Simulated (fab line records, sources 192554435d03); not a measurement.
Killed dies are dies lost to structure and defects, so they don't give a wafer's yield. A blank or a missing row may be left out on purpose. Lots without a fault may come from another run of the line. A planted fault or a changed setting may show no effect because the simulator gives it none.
fab line records | flow n5_finfet
record lots=12 wafers=33 last_day=19
route steps=1938 shown SD_EPI_N@274 SD_EPI_P@295 PASSIVATION@1936
lots that met no fault: from a run of the same line without faults
start_h: hours from the record's first day to the start of the lot's first wafer shown | wait_h: hours since the lot's step before | " the same as in the row above | L1.1+2: a row that stands for several wafers | - no value, or no start given | * or withheld: withheld | < > ~ a bound
route shown NAME@n: a module of which the file shows steps, and the number in the route of the first | usual: mean/standard deviation of fault-free wafers | same: alike in all rows | chamber/n: place in a boat | sites: the reading at each site | _std_site: their standard deviation | _edge_site: outer sites' mean less inner sites' | radius_mm: how far each site lies from the wafer's centre | mask NAME#n: copy n | behind: the tool/chamber that last shaped the wafer | hold: why the lot was held/for how many hours/how that ended | device: the transistor (n, p or np) that didn't switch | end of line: the same wafers' tests at the end of the route | a step without rows: its recipe alone | killed: dies lost to structure and defects at the first sort, not the wafer's yield | map: a wafer's dies, x killed, . not, _ none there
set.NAME: the setting as run; set.NAME@STEP: as run at that earlier step | model.NAME: the simulator's own value behind a step, which no gauge read
steps of the route over a sample of lots; a table a step, a row a wafer
services: from which hour (start_h, from the record's first day; less than 0 if before it) a tool's chamber was out of use, for how many hours, and why
## steps
# step N5_SD_EPI_N_ETCH_34
# recipe chemistry=CF4 target=SiARC target_depth_a=455 mask_material=CAR-ArF-block time_s=75.8 ion_energy_ev=80 pressure_mtorr=40 source_w=545 bias_w=36 Ar_flow_sccm=100 cf4_flow_sccm=100 ends=cleared
# usual drypump_motor_current_A=5.5/0.45 etch_rf_on_time_s=76.0/2.6 mfc_ar_sccm=100.0/0.31 oes_product_au=0.69/0.057 rf_vpp_V=184.2/1.2 showerhead_plenum_p_Torr=2.15/0.074 throttle_valve_pct=15.56/0.13
# columns lot.wafer tool chamber start_h wait_h drypump_motor_current_A etch_rf_on_time_s mfc_ar_sccm oes_product_au rf_hours_counter_h rf_vpp_V showerhead_plenum_p_Torr throttle_valve_pct
L414.2 rie_diel-02 2 51.15 0.0 5.8 81.6 99.8 0.69 54 185.3 2.28 15.47
L414.3 " 0 " " 6.1 74.3 99.6 0.72 77 182.8 2.07 15.53
L414.5 " 1 " " 5.2 74.7 99.6 0.69 - 184.0 2.16 15.39
L416.1 rie_diel-04 0 62.85 0.0 5.5 71.7 100.7 0.63 197 182.2 2.03 15.50
L416.2 " 2 " " 4.7 71.5 100.5 0.62 233 185.9 2.20 16.04
L416.6 " 2 " " 4.8 72.0 100.3 0.62 - 184.9 2.20 16.04
L419.1 rie_diel-02 0 78.75 0.0 6.1 75.2 99.5 0.70 88 183.6 2.07 15.56
L419.6 " 3 " " 4.8 75.7 100.1 0.78 - 183.4 2.18 15.46
L420.1 rie_diel-01 2 84.35 0.0 5.6 73.5 99.8 0.74 56 185.3 2.15 15.30
L420.6 " 0 " " 6.3 74.2 99.6 0.68 - 185.2 2.07 15.67
L421.4 rie_diel-02 2 94.56 0.0 5.8 80.9 99.9 0.67 71 183.7 2.28 15.51
L421.6 " 1 " " 5.2 74.4 100.0 0.68 - 184.3 2.15 15.45
L422.2 rie_diel-02 2 97.44 0.0 5.8 80.3 99.7 0.68 72 184.6 2.28 15.50
L422.4 " 3 " " 4.8 74.4 100.0 0.78 19 183.7 2.17 15.47
L422.5 " 0 " " 6.1 74.6 99.7 0.70 - 180.9 2.06 15.57
L428.1 rie_diel-04 1 132.62 0.0 5.8 78.6 100.4 0.67 119 184.1 2.17 15.55
L428.3 " 2 " " 4.7 74.4 100.4 0.83 3 183.7 2.20 15.58
L428.4 " 3 " " 5.6 76.5 99.8 0.63 182 183.3 2.23 15.68
L430.1 rie_diel-01 0 145.69 0.0 6.3 74.4 100.5 0.67 116 183.8 2.07 15.73
L430.2 " 1 " " 5.8 77.0 100.3 0.69 86 183.2 2.09 15.42
L430.4 " 2 " " 5.6 74.9 99.6 0.70 79 183.2 2.15 15.37
L432.1 rie_diel-04 3 155.49 0.0 5.6 77.9 99.9 0.61 188 186.1 2.22 15.70
L432.3 " 0 " " 5.5 73.6 100.7 0.60 233 182.2 2.02 15.58
L432.4 " 1 " " 5.8 79.1 99.7 0.66 125 183.7 2.17 15.57
L434.1 rie_diel-01 3 169.07 0.0 5.4 76.0 100.2 0.65 126 182.2 2.08 15.82
L434.3 " 1 " " 5.7 78.8 99.9 0.68 93 183.7 2.09 15.43
L434.5 " 2 " " 5.6 74.7 100.2 0.69 - 183.9 2.14 15.38
L435.4 rie_diel-04 2 177.38 0.0 4.7 73.8 100.4 0.79 16 184.6 2.19 15.62
L435.5 " 1 " " 5.8 78.2 100.0 0.66 - 182.7 2.17 15.58
L435.6 " 2 " " 4.8 72.8 100.5 0.80 - 184.7 2.19 15.61
L437.2 rie_diel-02 2 189.57 0.0 5.8 81.3 99.4 0.64 104 184.4 2.26 15.57
L437.3 " 1 " " 5.2 76.1 100.5 0.64 129 183.5 2.14 15.51
L437.5 " 3 " " 4.9 75.4 100.3 0.73 - 183.9 2.16 15.53
# step N5_SD_EPI_N_ETCH_16
# recipe chemistry=CHF3/O2 target=SiO2 target_depth_a=50 mask_material=SOC pressure_mtorr=30 source_w=650 bias_w=170 Ar_flow_sccm=200 CHF3_flow_sccm=50 O2_flow_sccm=5 ion_energy_ev=200
# usual drypump_motor_current_A=5.5/0.45 mfc_ar_sccm=200.1/0.63 oes_product_au=0.80/0.065 rf_vpp_V=526/17 showerhead_plenum_p_Torr=2.43/0.086 throttle_valve_pct=18.87/0.12
# columns lot.wafer tool chamber start_h wait_h drypump_motor_current_A mfc_ar_sccm oes_product_au rf_hours_counter_h rf_vpp_V showerhead_plenum_p_Torr throttle_valve_pct
L414.2 rie_diel-02 2 51.73 0.1 5.8 199.2 0.81 55 511 2.58 18.87
L414.3 " 0 " " 6.1 200.7 0.84 77 551 2.32 18.79
L414.5 " 1 " " 5.2 199.2 0.80 - 536 2.45 18.85
L416.1 rie_diel-04 0 63.43 0.1 5.5 199.7 0.73 197 522 2.29 18.80
L416.2 " 2 " " 4.8 199.9 0.71 234 493 2.48 19.33
L416.6 " 2 " " 4.8 200.7 0.72 - 495 2.48 19.36
L419.1 rie_diel-02 0 79.33 0.1 6.2 200.0 0.83 88 551 2.32 18.78
L419.6 " 3 " " 4.9 199.2 0.91 - 529 2.45 18.79
L420.1 rie_diel-01 2 84.93 0.1 5.6 199.4 0.84 57 511 2.42 18.58
L420.6 " 0 " " 6.2 200.1 0.79 - 495 2.32 18.89
L421.4 rie_diel-02 2 95.14 0.1 5.8 201.1 0.79 71 512 2.57 18.91
L421.6 " 1 " " 5.2 200.3 0.80 - 534 2.45 18.88
L422.2 rie_diel-02 2 98.02 0.1 5.8 200.2 0.79 72 513 2.57 18.92
L422.4 " 3 " " 4.9 200.3 0.90 20 529 2.45 18.78
L422.5 " 0 " " 6.1 199.8 0.82 - 550 2.31 18.81
L428.1 rie_diel-04 1 133.20 0.1 5.8 198.5 0.79 120 541 2.45 18.92
L428.3 " 2 " " 4.8 200.4 0.95 4 495 2.47 18.94
L428.4 " 3 " " 5.7 201.0 0.72 182 524 2.49 18.89
L430.1 rie_diel-01 0 146.27 0.1 6.3 199.5 0.77 117 495 2.31 18.94
L430.2 " 1 " " 5.8 199.7 0.82 87 537 2.36 18.77
L430.4 " 2 " " 5.6 200.4 0.80 80 513 2.41 18.60
L432.1 rie_diel-04 3 156.07 0.1 5.7 200.0 0.72 188 524 2.49 18.88
L432.3 " 0 " " 5.5 199.5 0.70 233 523 2.28 18.85
L432.4 " 1 " " 5.8 200.0 0.78 125 540 2.45 18.92
L434.1 rie_diel-01 3 169.65 0.1 5.4 200.4 0.76 127 547 2.33 19.08
L434.3 " 1 " " 5.8 200.8 0.81 93 537 2.36 18.78
L434.5 " 2 " " 5.6 200.4 0.79 - 512 2.41 18.62
L435.4 rie_diel-04 2 177.96 0.1 4.8 199.6 0.90 17 493 2.47 18.95
L435.5 " 1 " " 5.8 199.5 0.79 - 541 2.45 18.95
L435.6 " 2 " " 4.7 199.5 0.91 - 495 2.47 18.95
L437.2 rie_diel-02 2 190.15 0.1 5.8 199.2 0.76 104 511 2.56 18.96
L437.3 " 1 " " 5.2 199.8 0.76 129 534 2.43 18.92
L437.5 " 3 " " 4.9 199.1 0.84 - 528 2.44 18.84
# step N5_SD_EPI_P_COAT_34
# recipe resist=SOC temp_c=250 time_s=60 spin_rpm=1500 resist_thk_nm=350
# usual exhaust_pa=44.8/0.94 heater_power_total_W=500.4/1.8 plate_temp_C=249.96/0.18
# columns lot.wafer tool chamber start_h wait_h exhaust_pa heater_power_total_W plate_temp_C
L414.2 litho_track-02 0 55.11 0.0 45.2 501.8 250.14
L414.3 " 0 " " 45.3 501.9 250.17
L414.5 " 0 " " 46.1 501.9 250.22
L416.1 litho_track-05 0 66.87 0.0 45.4 502.0 250.00
L416.2 " 0 " " 43.9 500.2 249.88
L416.6 " 0 " " 45.8 503.0 249.96
L419.1 litho_track-03 0 83.20 0.0 45.8 502.4 250.15
L419.6 " 0 " " 45.4 499.5 250.18
L420.1 litho_track-02 0 88.40 0.0 45.1 498.2 249.91
L420.6 " 0 " " 45.2 503.3 249.79
L421.4 litho_track-03 0 99.80 0.0 45.7 498.2 249.93
L421.6 " 0 " " 43.6 499.0 249.98
L422.2 litho_track-05 0 101.41 0.0 44.8 502.6 249.67
L422.4 " 0 " " 44.8 498.2 249.62
L422.5 " 0 " " 46.8 501.8 249.60
L428.1 litho_track-03 0 136.57 0.0 46.1 495.4 247.43
L428.3 " 0 " " 45.4 493.4 247.13
L428.4 " 0 " " 45.3 495.6 247.49
L430.1 litho_track-03 0 149.64 0.0 44.8 496.5 247.30
L430.2 " 0 " " 43.8 492.5 247.50
L430.4 " 0 " " 45.6 491.9 247.50
L432.1 litho_track-05 0 159.63 0.0 44.4 499.6 250.23
L432.3 " 0 " " 44.8 499.0 250.13
L432.4 " 0 " " 44.1 502.6 249.92
L434.1 litho_track-05 0 173.83 0.0 45.4 501.2 249.99
L434.3 " 0 " " 46.4 500.9 250.19
L434.5 " 0 " " 46.8 500.9 249.72
L435.4 litho_track-02 0 183.62 0.0 44.5 501.1 250.01
L435.5 " 0 " " 45.7 499.8 250.09
L435.6 " 0 " " 45.3 501.4 250.05
L437.2 litho_track-02 0 194.25 0.0 43.3 499.3 249.84
L437.3 " 0 " " 44.9 499.9 249.96
L437.5 " 0 " " 44.2 498.3 250.13
# step N5_SD_EPI_P_OVL_MEAS_10
# recipe points_per_wafer=44
# usual SD_P_BLK_OVL=-0.9/0.77
# columns lot.wafer tool chamber start_h wait_h SD_P_BLK_OVL[nm]
L414.2 overlay-02 0 55.39 0.0 -1.8
L414.3 " 0 " " -1.3
L414.5 " 0 " " -1.4
L416.1 overlay-02 0 67.14 0.0 0.2
L416.2 " 0 " " 2.0
L416.6 " 0 " " 1.8
L419.1 overlay-01 0 83.47 0.0 -1.0
L419.6 " 0 " " -1.5
L420.1 overlay-02 0 88.79 0.0 -2.2
L420.6 " 0 " " -1.0
L421.4 overlay-02 0 100.08 0.0 -0.6
L421.6 " 0 " " -0.6
L422.2 overlay-01 0 105.66 0.0 -0.7
L422.4 " 0 " " -0.5
L422.5 " 0 " " -1.1
L428.1 overlay-01 0 136.87 0.0 -0.1
L428.3 " 0 " " 0.1
L428.4 " 0 " " -0.6
L430.1 overlay-01 0 149.91 0.0 -1.2
L430.2 " 0 " " -0.4
L430.4 " 0 " " -0.3
L432.1 overlay-02 0 159.94 0.1 -0.8
L432.3 " 0 " " -1.1
L432.4 " 0 " " -1.3
L434.1 overlay-01 0 174.23 0.0 0.6
L434.3 " 0 " " -0.6
L434.5 " 0 " " 0.3
L435.4 overlay-02 0 184.01 0.0 -0.1
L435.5 " 0 " " -0.4
L435.6 " 0 " " -0.7
L437.2 overlay-02 0 194.53 0.0 -0.4
L437.3 " 0 " " -1.2
L437.5 " 0 " " -0.8
# step N5_PASSIVATION_PROBE_49
# usual killed_at_M0_to_M3=34/11 killed_at_M4_up=14/5.6 killed_at_contacts=13/5.9 killed_at_front_end=40/11 killed_at_other=4/3.1 killed_dies=105/16 killed_open=68/11 killed_short=34/8.4
# same gross_dies=1180 killed_at_back_side=0
# columns lot.wafer tool chamber start_h wait_h killed_at_M0_to_M3 killed_at_M4_up killed_at_contacts killed_at_front_end killed_at_other killed_dies killed_open killed_short
L432.1 prober-02 - 464.38 0.0 43 16 13 31 8 111 76 34
L432.3 prober-02 - 464.48 0.1 22 17 13 46 5 103 72 31
L432.4 prober-02 - 464.53 0.2 41 17 3 38 4 103 69 34
# killed by level:class
L432.1 BEOL_M2:geometric_particle:open=18 GATE_CUT:geometric_particle:short=9 MOL_CONTACT_COAG:geometric_particle:open=9 BEOL_M2:geometric_particle:short=8 BEOL_M1:geometric_particle:open=7 STI_FIN_REVEAL:geometric_particle:open=5 BEOL_M4:geometric_particle:open=5 MIM_TOP:geometric_particle:open=5
L432.3 MOL_CONTACT_COAG:geometric_particle:open=12 BEOL_M4:geometric_particle:open=12 STI_FIN_REVEAL:geometric_particle:open=10 FIN_SAQP:geometric_particle:open=8 BEOL_M3:geometric_particle:open=8 FIN_SAQP:geometric_particle:short=7 BEOL_M0_SAQP:geometric_particle:open=5 GATE_CUT:geometric_particle:short=4
L432.4 BEOL_M2:geometric_particle:open=12 BEOL_M0_SAQP:geometric_particle:open=8 STI_FIN_REVEAL:geometric_particle:open=7 BEOL_M0_SAQP:geometric_particle:short=7 FIN_SAQP:geometric_particle:open=6 DUMMY_GATE:geometric_particle:open=6 BEOL_M5:geometric_particle:open=6 FIN_SAQP:geometric_particle:short=5
## services
# columns tool chamber start_h hours kind
rie_diel-02 3 27.84 - clean
rie_diel-02 3 27.84 - consumable_replace:focus_ring
rie_diel-02 3 27.84 13.8 scheduled_down
rie_diel-02 3 27.84 13.8 vent_cycle
rie_diel-01 - 55.43 14.6 pm
rie_diel-01 1 71.65 13.0 repair
rie_diel-04 3 85.35 15.4 repair
rie_diel-01 3 89.17 31.4 repair
rie_diel-04 2 100.77 - clean
rie_diel-04 2 100.77 - consumable_replace:focus_ring
rie_diel-04 2 100.77 24.5 scheduled_down
rie_diel-04 2 100.77 24.5 vent_cycle
rie_diel-01 - 116.22 0.3 repair
litho_track-03 - 125.64 - consumable_replace:filter
rie_diel-04 - 134.04 2.8 pm
rie_diel-02 2 180.71 1.5 repair
rie_diel-02 3 182.82 5.4 repair
## key
first_sign step=N5_SD_EPI_P_COAT_34 reading=plate_temp_C direction=down sigmas=15 usual=* struck=*
effect step=N5_SD_EPI_P_COAT_34 reading=heater_power_total_W direction=down sigmas=3.4 usual=* struck=*
met_at N5_SD_EPI_P_COAT_34
struck_lots L428,L430
tester_left_out L428,L430
not_acting_at N5_SD_EPI_N_ETCH_34,N5_SD_EPI_N_ETCH_16,N5_SD_EPI_P_OVL_MEAS_10
onset_between 99.80 136.57
fault kind=process_parameter_drift tool=litho_track-03 chamber=- onset_h=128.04 steps=N5_SD_EPI_P_COAT_34 channel=temp_c offset=* shape=step end_h=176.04 acts_in=* stated=*
# tester_left_out: of these lots the tester's yield and bins aren't shown, on N5 and GAA mostly nor the transistor test; their killed dies are dies lost to structure and defects alone, not to doping, threshold or leakage, so they don't give the yield
